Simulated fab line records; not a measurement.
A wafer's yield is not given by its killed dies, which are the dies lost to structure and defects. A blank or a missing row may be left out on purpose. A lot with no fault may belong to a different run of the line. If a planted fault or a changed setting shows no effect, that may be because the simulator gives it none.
A lot that was struck, set against a sound lot    flow n5Finfet    37 steps out of a route of 1938
Sound: wafers L631.2, L631.3, L631.4. Struck: wafer L649.1. (L649.4, L649.5 of the same lot were not struck and are left out.) The cause comes at the end.
At each step with rows: each side's tool, then ch and its chambers, then its first start. Under that, the readings that differ: sound wafers    struck wafers    difference of the means    sigmas: that difference in standard deviations of wafers without a fault.
alike: readings with means less than 2 such deviations apart, plus words and numbers identical on both sides. not compared: withheld readings, readings lacking a value on some wafer, bounds such as >300 that could conceal the same value, and numbers that have no deviation in the record and whose values overlap.
A row with sigmas, a row that says differs or no value, or rows on one side alone: a step with any of these is where the two part. When numbers do not overlap yet have no deviation, they are printed without sigmas and do not part them. Lack of a reading on every wafer of one side parts them only where that side has two or more wafers.

first, 9 steps without rows for these wafers: N5_BEOL_M0_SAQP_COAT_34 (resist thk 30 nm); N5_BEOL_M0_SAQP_EBR_36; N5_BEOL_M0_SAQP_SOFTBAKE_35 (time 60 s); N5_BEOL_M0_SAQP_EXPOSE_37 (exposes mask M0 CUT1, target cd 30 nm); N5_BEOL_M0_SAQP_PEB_38 (peb time 60 s); N5_BEOL_M0_SAQP_DEVELOP_39 (develop time 30 s); N5_BEOL_M0_SAQP_DESCUM_45 (chemistry O2, time 7 s); N5_BEOL_M0_SAQP_ETCH_88 (etches underlayer in N2/H2, target depth 6.5 nm, time 5.2 s); N5_BEOL_M0_SAQP_ETCH_73 (etches SiARC in CF4, target depth 19.5 nm, time 32.5 s).
N5_BEOL_M0_SAQP_CUT_ETCH_46: etches SOC in N2/H2, target depth 135 nm, overetch 27 nm, time 202.5 s.
  sound on rieDiel-05 ch 0,1,3, day 7 01:37; struck on rieDiel-03 ch 0, day 11 10:47
reading                                         sound         struck  difference  sigmas
rfHoursCounterH (h)                             176 192 237   82      -120        
model.SiARC_of_BEOL_M0_SAQP_COAT_72.thkNm (nm)  6 5 5.8       8.2     +2.6        
model.BEOL_M0_SAQP.cdNm (nm)                    30.2 30 29.8  28.2    -1.8        
  alike: biasW, drypumpMotorCurrentA, rfVppV, showerheadPlenumPTorr, throttleValvePct
then, 3 steps without rows for these wafers: N5_BEOL_M0_SAQP_STRIP_74 (strips in N2/H2); N5_BEOL_M0_SAQP_STRIP_89 (strips in N2/H2); N5_BEOL_M0_SAQP_ALD_48 (deposits SiO2, target thk 20 nm, pulse time 1 s, co reactant pulse time 1 s).
N5_BEOL_M0_SAQP_ETCH_49: etches SiO2 in CF4/O2, target depth 37 nm.
  sound on rieDiel-03 ch 0,1,3, day 7 02:30; struck on rieDiel-03 ch 1, day 11 12:34
reading                       sound         struck  difference  sigmas
rfHoursCounterH (h)           19 145 49     179     +108        
model.BEOL_M0_SAQP.cdNm (nm)  30.2 30 29.8  28.4    -1.6        
  alike: biasW, drypumpMotorCurrentA, oes_o_777_au, oesProductAu, rfVppV, showerheadPlenumPTorr, throttleValvePct
then, 21 steps without rows for these wafers: N5_BEOL_M0_SAQP_STRIP_75 (strips in CF4); N5_BEOL_M0_CUTY_COAT_50 (time 60 s, resist thk 15 nm); N5_BEOL_M0_CUTY_COAT_51 (resist thk 150 nm); N5_BEOL_M0_CUTY_EBR_52; N5_BEOL_M0_CUTY_SOFTBAKE_53 (time 60 s); N5_BEOL_M0_CUTY_EXPOSE_54 (exposes mask M0 ABLK); N5_BEOL_M0_CUTY_PEB_55 (peb time 60 s); N5_BEOL_M0_CUTY_DEVELOP_56 (develop time 30 s); N5_BEOL_M0_CUTY_DESCUM_61 (chemistry O2, time 7.9 s); N5_BEOL_M0_CUTY_ETCH_62 (etches SiARC in CF4, time 58.5 s); N5_BEOL_M0_CUTY_ETCH_63 (etches SOC in N2/H2, target depth 82.7 nm, overetch 16.5 nm, time 124 s); N5_BEOL_M0_CUTY_STRIP_64 (strips in N2/H2); N5_BEOL_M0_ETCH_138 (etches SiCN in CH3F/O2, target depth 12 nm, time 31.6 s); N5_BEOL_M0_HM_OPEN_105 (chemistry Cl2/BCl3, target TiN, target depth 12 nm); N5_BEOL_M0_STRIP_140 (strips in CF4); N5_BEOL_M0_STRIP_104 (strips in N2/H2); N5_BEOL_M0_WET_ETCH_106 (etches SiO2 in DHF, target depth 130 nm, rinse time 30 s); N5_BEOL_M0_ETCH_128 (etches SiCN in CF4/N2, target depth 12 nm, overetch 5.1 nm, time 21.4 s); N5_BEOL_M0_TRENCH_ETCH_107 (etches SiOC in C4F6/O2, target depth 32.8 nm, time 16.4 s); N5_BEOL_M0_STRIP_142 (strips in N2/H2, time 10 s); N5_BEOL_M0_HM_STRIP_129 (strips TiN in peroxide tin strip, target depth 17 nm, time 108 s).
N5_BEOL_M4_RC_MEAS_101:
  the record has rows for the sound wafers here (prober-01 ch 0, day 9 20:53) and none for the struck ones
-- here the record skips 7 days between the struck wafers' starts before and after, leaving off in module BEOL_M4 and picking up in module PASSIVATION (first step shown: number 1936 of the route) --
N5_PASSIVATION_PROBE_49:
  sound: prober-02 at day 14 12:52; struck: prober-02 at day 18 14:15
reading                  sound           struck  difference  sigmas
defectLimitedYield (%)   88.9 90.8 91.4  0       -90         -65
killed_at_M0_to_M3       43 32 49        1104    +1063       +97
killedDies               131 108 102     1180    +1066       +63
killedOnRim              22 16 13        152     +135        +35
sort_bin_5_function (%)  6.0 5.8 4.0     96.3    +91.0       +96
sortNPass                1049 1072 1078  0       -1066       -63
sortYieldPct (%)         88.9 90.8 91.4  0       -90         -60
  alike: killed_at_M4_up, killedAtContacts, killedAtFrontEnd, killedAtOther, killedOpen, killedShort, sort_bin_4_leakage, sort_bin_6_memory

## WHERE THEY PART
At N5_BEOL_M4_RC_MEAS_101 first; at N5_PASSIVATION_PROBE_49 last (within this record only).

WHY: what the simulator had put in
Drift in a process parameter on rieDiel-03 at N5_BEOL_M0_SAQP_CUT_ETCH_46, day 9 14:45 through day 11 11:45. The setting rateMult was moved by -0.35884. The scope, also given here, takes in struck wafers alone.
